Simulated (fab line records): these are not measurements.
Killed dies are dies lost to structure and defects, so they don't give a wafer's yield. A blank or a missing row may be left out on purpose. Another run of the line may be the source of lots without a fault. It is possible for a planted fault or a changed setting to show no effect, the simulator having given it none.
fab line records	flow nand_harc
record lots=14	wafers=42	last_day=33
route steps=1302 shown A_DECK1_JOINT@527 A_BONDPAD@1226 THIN_TSV@1298 END@1302
lots that met no fault: from a run of the same line without faults
start_h: hours from the record's opening day to when the first of the lot's shown wafers began	wait_h: hours since the lot's step before	" same as the row above	L1.1+2: a row that stands for several wafers	- no value, or no start given	* or withheld: withheld	< > ~ a bound
route shown NAME@n: a module of which the file shows steps, and the number in the route of the first	usual: mean and standard deviation over wafers with no fault	same: alike in all rows	chamber/n: place in a boat	sites: per-site readings	_std_site: the values' standard deviation	_edge_site: the outer-site mean with the inner-site mean subtracted	radius_mm: how far each site lies from the wafer's centre	mask NAME#n: copy n	behind: the most recent tool/chamber to have shaped the wafer	hold: the reason the lot was held/the length of the hold in hours/how it ended	device: names the non-switching transistor (n, p or np)	end of line: the tests these same wafers got at the end of their route	for a step that has no rows: nothing shown but its recipe	killed: not the wafer's yield, but the dies lost to structure and defects at the first sort	map: shows each die of a wafer: x if killed, . if not, _ if none is there
set.NAME: the setting that was run; set.NAME@STEP: the one run at that earlier step	model.NAME: the simulator's own value behind a step, which no gauge read
a sample of lots followed through the steps of the route, with each step as a table and each wafer as a row
services: when a tool's chamber went out of use (start_h, in hours from the record's first day, below 0 if earlier), for how many hours, and the reason
## steps
# step NHARC_A_DECK1_JOINT_CMP_13
# recipe target_thk_nm=51.023
# usual edge_zone_pressure_frac=1.000/0.0056	motor_current_A=12.3/1.4	time_to_endpoint_s=9.0/2.6
lot.wafer	tool	chamber	start_h	wait_h	edge_zone_pressure_frac	motor_current_A	time_to_endpoint_s
L798.4	cmp-02	0	260.54	0.4	0.999	12.4	10.3
L798.5	"	1	"	"	1.008	12.2	11.6
L798.6	"	2	"	"	0.998	11.5	8.8
L799.3	cmp-03	2	270.33	0.4	0.994	10.1	11.9
L799.2	"	1	"	"	0.991	12.5	13.2
L799.6	"	3	"	"	1.004	12.1	12.5
L800.4	cmp-01	1	282.22	0.4	1.000	10.2	8.6
L800.2	"	3	"	"	0.996	12.1	5.7
L800.5	"	2	"	"	1.003	15.5	6.7
L803.1	cmp-03	0	311.48	0.4	1.007	13.7	11.1
L803.2	"	1	"	"	1.004	13.3	10.0
L803.4	"	3	"	"	0.997	11.4	11.7
L804.2	cmp-02	1	327.17	0.4	0.993	12.3	9.5
L804.4	"	2	"	"	0.998	12.2	9.2
L804.3	"	3	"	"	1.008	13.3	11.4
L805.1	cmp-02	0	335.45	0.4	1.000	13.0	10.2
L805.3	"	1	"	"	1.003	12.7	7.6
L805.5	"	3	"	"	1.008	12.8	8.7
L806.3	cmp-02	2	342.66	0.4	0.992	11.7	8.8
L806.5	"	1	"	"	1.010	12.7	11.0
L806.6	"	2	"	"	0.996	12.5	7.7
L808.4	cmp-02	1	356.99	0.4	0.992	12.1	11.4
L808.2	"	3	"	"	1.001	13.1	8.1
L808.5	"	0	"	"	0.990	12.0	9.9
L813.1	cmp-01	1	398.24	0.4	0.999	9.5	5.5
L813.2	"	2	"	"	0.996	16.4	6.0
L813.5	"	1	"	"	0.999	10.3	4.0
L812.1	cmp-03	0	398.31	0.4	1.005	13.3	11.0
L812.6	"	1	"	"	0.995	13.1	10.8
L812.5	"	2	"	"	1.003	11.0	10.3
L815.1	cmp-01	1	434.80	0.4	1.005	10.0	13.2
L815.3	"	2	"	"	1.006	15.3	10.8
L815.5	"	1	"	"	1.000	10.0	10.9
L817.3	cmp-02	0	443.77	0.4	1.006	12.1	10.4
L817.1	"	1	"	"	1.002	12.6	13.2
L817.2	"	3	"	"	0.997	12.9	11.6
L819.4	cmp-01	2	475.29	0.4	1.002	15.3	7.1
L819.2	"	0	"	"	1.002	12.7	3.1
L819.6	"	2	"	"	1.002	15.4	6.0
L820.1	cmp-03	1	475.29	0.4	1.002	13.2	12.5
L820.3	"	2	"	"	0.998	10.8	9.6
L820.4	"	3	"	"	1.005	11.3	11.0
# step NHARC_A_BONDPAD_PRE_CLEAN_26
# recipe time_s=30	temp_c=280	gas=H2/He
# usual heater_power_w=384/34
lot.wafer	tool	chamber	start_h	wait_h	heater_power_w
L798.4	pvd_sputter-02	-	-	-	372
L798.6	"	-	"	"	355
L798.5	"	-	"	"	378
L800.2	pvd_sputter-02	-	-	-	354
L800.4	"	-	"	"	382
L800.5	"	-	"	"	370
L799.2	pvd_sputter-03	-	-	-	355
L799.3	"	-	"	"	433
L799.6	"	-	"	"	434
L803.1	pvd_sputter-03	-	-	-	345
L803.2	"	-	"	"	411
L803.4	"	-	"	"	385
L804.2	pvd_sputter-01	-	-	-	428
L804.4	"	-	"	"	446
L804.3	"	-	"	"	403
L805.3	pvd_sputter-02	-	-	-	371
L805.1	"	-	"	"	355
L805.5	"	-	"	"	372
L806.3	pvd_sputter-03	-	-	-	393
L806.5	"	-	"	"	348
L806.6	"	-	"	"	348
L808.4	pvd_sputter-03	-	-	-	426
L808.2	"	-	"	"	392
L808.5	"	-	"	"	352
L812.1	pvd_sputter-03	-	-	-	395
L812.5	"	-	"	"	395
L812.6	"	-	"	"	343
L813.1	pvd_sputter-03	-	-	-	351
L813.2	"	-	"	"	346
L813.5	"	-	"	"	357
L815.3	pvd_sputter-01	-	-	-	425
L815.1	"	-	"	"	449
L815.5	"	-	"	"	369
L817.2	pvd_sputter-02	-	-	-	390
L817.3	"	-	"	"	341
L817.1	"	-	"	"	371
L819.4	pvd_sputter-02	-	-	-	339
L819.2	"	-	"	"	371
L819.6	"	-	"	"	351
L820.4	pvd_sputter-02	-	-	-	397
L820.1	"	-	"	"	346
L820.3	"	-	"	"	367
# step NHARC_A_BONDPAD_CMP_19
# recipe t_overpolish_s=30	cu_recess_touch_s=16	target_thk_nm=169.82
# usual edge_zone_pressure_frac=1.000/0.0049	motor_current_A=12.3/0.8	overpolish_run_s=30.000/0.0091
lot.wafer	tool	chamber	start_h	wait_h	edge_zone_pressure_frac	motor_current_A	overpolish_run_s
L798.4	cmp-04	3	549.13	-	1.003	12.5	30.001
L798.6	"	1	"	"	0.993	12.3	29.993
L798.5	"	2	"	"	1.000	11.7	29.996
L800.4	cmp-04	2	563.30	-	1.000	11.7	30.004
L800.2	"	3	"	"	0.999	11.7	29.992
L800.5	"	2	"	"	1.000	12.0	30.000
L799.3	cmp-02	1	565.41	-	1.002	12.1	29.988
L799.2	"	2	"	"	1.007	11.6	29.999
L799.6	"	0	"	"	0.994	12.1	29.995
L803.2	cmp-03	3	607.57	-	1.006	11.4	30.013
L803.1	"	1	"	"	1.000	12.9	29.986
L803.4	"	2	"	"	0.999	9.8	29.994
L804.4	cmp-02	0	608.07	-	1.007	11.6	30.006
L804.3	"	2	"	"	0.996	11.4	29.993
L804.2	"	3	"	"	1.000	13.1	29.996
L805.1	cmp-02	1	619.71	-	0.993	12.6	29.991
L805.3	"	2	"	"	1.004	12.1	30.012
L805.5	"	2	"	"	1.001	12.8	30.010
L806.3	cmp-04	2	627.04	-	1.003	12.6	29.993
L806.6	"	3	"	"	1.003	12.2	29.991
L806.5	"	0	"	"	1.002	12.5	30.000
L808.4	cmp-03	0	638.53	-	0.993	12.5	29.988
L808.2	"	1	"	"	0.992	12.3	30.005
L808.5	"	2	"	"	1.003	10.2	30.021
L812.1	cmp-02	1	682.19	-	0.999	12.7	30.013
L812.5	"	0	"	"	1.001	12.3	30.010
L812.6	"	1	"	"	1.001	12.4	29.984
L813.1	cmp-02	0	689.73	-	0.990	12.4	29.996
L813.2	"	1	"	"	0.992	12.2	30.000
L813.5	"	3	"	"	0.993	12.5	30.025
L815.1	cmp-02	2	709.29	-	1.005	11.8	30.009
L815.3	"	1	"	"	0.999	12.9	30.015
L815.5	"	3	"	"	0.997	13.4	29.994
L817.2	cmp-03	1	724.25	-	1.002	13.4	29.986
L817.1	"	2	"	"	0.998	10.5	30.001
L817.3	"	3	"	"	0.999	10.9	29.993
L819.4	cmp-02	3	757.19	-	0.989	13.6	29.999
L819.2	"	1	"	"	1.003	11.7	30.011
L819.6	"	3	"	"	0.996	12.6	29.997
L820.4	cmp-02	2	758.00	-	1.009	11.7	30.008
L820.3	"	3	"	"	1.004	13.7	29.986
L820.1	"	0	"	"	0.995	12.1	29.997
# step NHARC_THIN_TSV_CD_MEAS_37
# usual cd_nm=4999.5/2
lot.wafer	tool	chamber	start_h	wait_h	cd_nm
L798.4	cd_sem-01	-	569.01	-	5001.8
L798.5	"	-	"	"	5002.0
L798.6	"	-	"	"	4999.8
L799.2	cd_sem-01	-	583.56	-	4997.8
L799.3	"	-	"	"	4997.6
L799.6	"	-	"	"	4997.6
L800.2	cd_sem-03	-	584.90	-	5003.7
L800.4	"	-	"	"	4999.2
L800.5	"	-	"	"	5000.4
L804.2	cd_sem-01	-	627.48	-	5003.0
L804.3	"	-	"	"	5000.5
L804.4	"	-	"	"	5000.2
L803.1	cd_sem-02	-	628.57	-	4997.9
L803.2	"	-	"	"	4997.8
L803.4	"	-	"	"	5000.1
L805.1	cd_sem-02	-	640.02	-	4999.3
L805.3	"	-	"	"	4996.2
L805.5	"	-	"	"	4997.8
L806.3	cd_sem-01	-	647.75	-	4998.9
L806.5	"	-	"	"	4999.5
L806.6	"	-	"	"	4998.2
L808.2	cd_sem-03	-	660.03	-	4999.3
L808.4	"	-	"	"	5000.6
L808.5	"	-	"	"	4999.2
L812.1	cd_sem-03	-	703.62	-	5000.4
L812.5	"	-	"	"	4999.2
L812.6	"	-	"	"	4998.8
L813.1	cd_sem-03	-	709.71	-	4999.7
L813.2	"	-	"	"	5001.4
L813.5	"	-	"	"	4999.6
L815.1	cd_sem-01	-	729.45	-	5000.6
L815.3	"	-	"	"	4999.2
L815.5	"	-	"	"	4999.8
L817.1	cd_sem-01	-	744.99	-	4998.4
L817.2	"	-	"	"	4997.6
L817.3	"	-	"	"	4998.4
L819.2	cd_sem-01	-	779.00	-	5001.1
L819.4	"	-	"	"	5002.3
L819.6	"	-	"	"	5001.4
L820.1	cd_sem-01	-	780.11	-	4998.1
L820.3	"	-	"	"	5001.9
L820.4	"	-	"	"	5001.8
# step NHARC_END_SORT_01
# recipe temp_c=25
# usual killed_at_array=55/17	killed_at_other=1.1/1.4	killed_at_periphery=3.9/3	killed_dies=59/17	killed_open=3.5/2	killed_short=2.6/1.6
# same gross_dies=677
lot.wafer	tool	chamber	start_h	wait_h	killed_at_array	killed_at_other	killed_at_periphery	killed_dies	killed_open	killed_short
L806.3	prober-02	0	658.07	3.1	450	0	1	451	2	3
L806.5	prober-02	0	659.67	3.7	479	3	2	484	1	3
L806.6	prober-02	0	660.47	4.0	463	0	2	465	0	5
L808.2	prober-02	0	668.58	2.8	489	0	2	491	0	0
L808.4	prober-02	0	670.17	3.4	479	1	1	481	2	2
L808.5	prober-02	0	670.96	3.7	466	1	1	468	1	1
# killed by level:class
L806.3 A_DECK1_JOINT:unspecified=410 A_SLIT:chamber_film_flake=20 A_CHANNEL_HOLE_D1:chamber_film_flake=5 A_CHANNEL_HOLE_D2:chamber_film_flake=5 A_M0:geometric_particle:short=2 A_CONTACT:chamber_film_flake=2 A_WL_FILL:chamber_film_flake=2 A_ONON_D1:geometric_particle:short=1
L806.5 A_DECK1_JOINT:unspecified=447 A_SLIT:chamber_film_flake=16 A_CHANNEL_HOLE_D2:chamber_film_flake=8 A_CHANNEL_HOLE_D1:chamber_film_flake=4 THIN_TSV:chamber_film_flake=3 P_GATE:geometric_particle:short=1 P_M0:geometric_particle:open=1 A_ONON_D2:geometric_particle:short=1
L806.6 A_DECK1_JOINT:unspecified=426 A_SLIT:chamber_film_flake=20 A_CHANNEL_HOLE_D2:chamber_film_flake=7 A_CHANNEL_HOLE_D1:chamber_film_flake=3 A_ONON_D2:geometric_particle:short=2 P_M1:geometric_particle:short=1 A_SLIT:geometric_particle:short=1 A_WL_FILL:geometric_particle:short=1
L808.2 A_DECK1_JOINT:unspecified=456 A_SLIT:chamber_film_flake=16 A_CHANNEL_HOLE_D2:chamber_film_flake=10 P_M1:chamber_film_flake=2 A_CHANNEL_HOLE_D1:chamber_film_flake=2 A_CONTACT:chamber_film_flake=2 A_STAIRCASE:chamber_film_flake=2 A_SGD_CUT:chamber_film_flake=1
L808.4 A_DECK1_JOINT:unspecified=441 A_SLIT:chamber_film_flake=19 A_CHANNEL_HOLE_D2:chamber_film_flake=14 A_DECK1_JOINT:geometric_particle:short=2 A_CHANNEL_FILL_D2:geometric_particle:open=2 P_M1:chamber_film_flake=1 A_WL_FILL:chamber_film_flake=1 THIN_TSV:chamber_film_flake=1
L808.5 A_DECK1_JOINT:unspecified=429 A_SLIT:chamber_film_flake=23 A_CHANNEL_HOLE_D2:chamber_film_flake=7 A_CHANNEL_HOLE_D1:chamber_film_flake=2 A_CHANNEL_FILL_D1:geometric_particle:short=1 A_CONTACT:geometric_particle:open=1 P_GATE:chamber_film_flake=1 A_ZERO_WELL:chamber_film_flake=1
## services
tool	chamber	start_h	hours	kind
cmp-03	-	260.00	4.0	pm
cmp-03	-	280.12	0.2	repair
cmp-03	-	324.79	0.8	repair
cmp-02	-	330.55	4.0	pm
cmp-03	-	358.00	4.0	pm
cmp-03	-	365.66	2.3	repair
cmp-03	-	372.63	1.5	repair
cmp-02	-	392.45	10.8	repair
cmp-02	-	428.55	4.0	pm
cmp-02	-	446.30	0.3	repair
cmp-02	-	450.60	2.8	repair
cmp-03	-	456.00	4.0	pm
cmp-02	-	467.38	7.9	repair
cmp-03	-	497.98	2.1	repair
cmp-03	-	514.97	10.9	repair
cmp-02	-	526.55	4.0	pm
cmp-03	-	554.00	4.0	pm
cmp-02	-	554.22	3.2	repair
cmp-03	-	618.06	2.4	repair
cmp-02	-	624.55	4.0	pm
cmp-03	-	652.00	4.0	pm
cmp-02	-	666.23	1.8	repair
cmp-03	-	714.75	0.9	repair
cmp-02	-	722.55	4.0	pm
## key
first_sign step=NHARC_END_SORT_01	reading=killed_at_array	direction=up	sigmas=25	usual=55	struck=471
effect step=NHARC_END_SORT_01	reading=killed_dies	direction=up	sigmas=24	usual=59	struck=473
more_kills_born_at NHARC_A_DECK1_JOINT_CMP_13@cmp-02=2608
met_at NHARC_A_DECK1_JOINT_CMP_13
struck_lots L806,L808
tester_left_out L806,L808
not_acting_at NHARC_A_BONDPAD_PRE_CLEAN_26,NHARC_A_BONDPAD_CMP_19,NHARC_THIN_TSV_CD_MEAS_37
onset_between 335.45 342.66
fault kind=chamber_particle_source	tool=cmp-02	chamber=-	onset_h=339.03	steps=NHARC_A_DECK1_JOINT_CMP_13	rate_per_visit_cm2=1.1965	end_h=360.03
# tester_left_out: of these lots the tester's yield and bins aren't shown, on N5 and GAA mostly nor the transistor test; their killed dies are dies lost to structure and defects alone, not to doping, threshold or leakage, so they don't give the yield
